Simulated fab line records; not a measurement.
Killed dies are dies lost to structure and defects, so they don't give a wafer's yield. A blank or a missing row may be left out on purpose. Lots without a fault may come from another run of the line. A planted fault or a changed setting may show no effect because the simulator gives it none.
Matching of chambers + flow nand harc + NHARC_A_CONTACT_ALD_18 on ald metal-01: 4 sister chambers
The step deposits TiN, target thk 3 nm, pulse time 1 s, ald cycles 150. 4 wafers are shown with their chamber, then 9 later ones without.

WAFERS PAIRED WITH THEIR CHAMBERS
| wafer  | chamber | heater power w (W) |
|--------|---------|--------------------|
| L085.3 | 1       | 1075               |
| L085.4 | 0       | 1005               |
| L088.1 | 2       | 990                |
| L088.5 | 3       | 1129               |

WAFERS MISSING THEIR CHAMBER
| wafer  | heater power w (W) |
|--------|--------------------|
| L093.2 | 1093               |
| L093.3 | 1005               |
| L093.5 | 1072               |
| L095.1 | 982                |
| L095.4 | 1010               |
| L095.5 | 1101               |
| L097.1 | 1104               |
| L097.3 | 1028               |
| L097.4 | 1050               |

WHICH CHAMBER EACH WENT THROUGH
| wafer  | from the rows above          | in truth |
|--------|------------------------------|----------|
| L093.2 | can't be placed: 1 or 3      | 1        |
| L093.3 | can't be placed: 0 or 2      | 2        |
| L093.5 | 1                            | 1        |
| L095.1 | can't be placed: 2 or 0      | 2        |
| L095.4 | can't be placed: 0 or 2      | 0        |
| L095.5 | can't be placed: 1 or 3      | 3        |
| L097.1 | can't be placed: 3 or 1      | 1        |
| L097.3 | can't be placed: 0 or 2 or 1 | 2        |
| L097.4 | can't be placed: 1 or 0 or 2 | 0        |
1 of 9 placed correctly. From these rows, 8 cannot be placed; in 8 the true chamber is one of the candidates. 0 placed wrongly.
How it was worked out, from the rows above alone: a wafer's distance from a chamber is the root of the sum, over the readings, of the square of ((its reading less the chamber's mean) divided by the reading's scatter). If the next closest chamber is less than 2 further off than the closest, the wafer can't be placed; otherwise it belongs to the closest. Each chamber's mean is taken over the wafers shown for it. The scatter (one wafer shown for each chamber): square how far every hidden wafer sits from the nearest shown wafer, average those squares and take the square root.
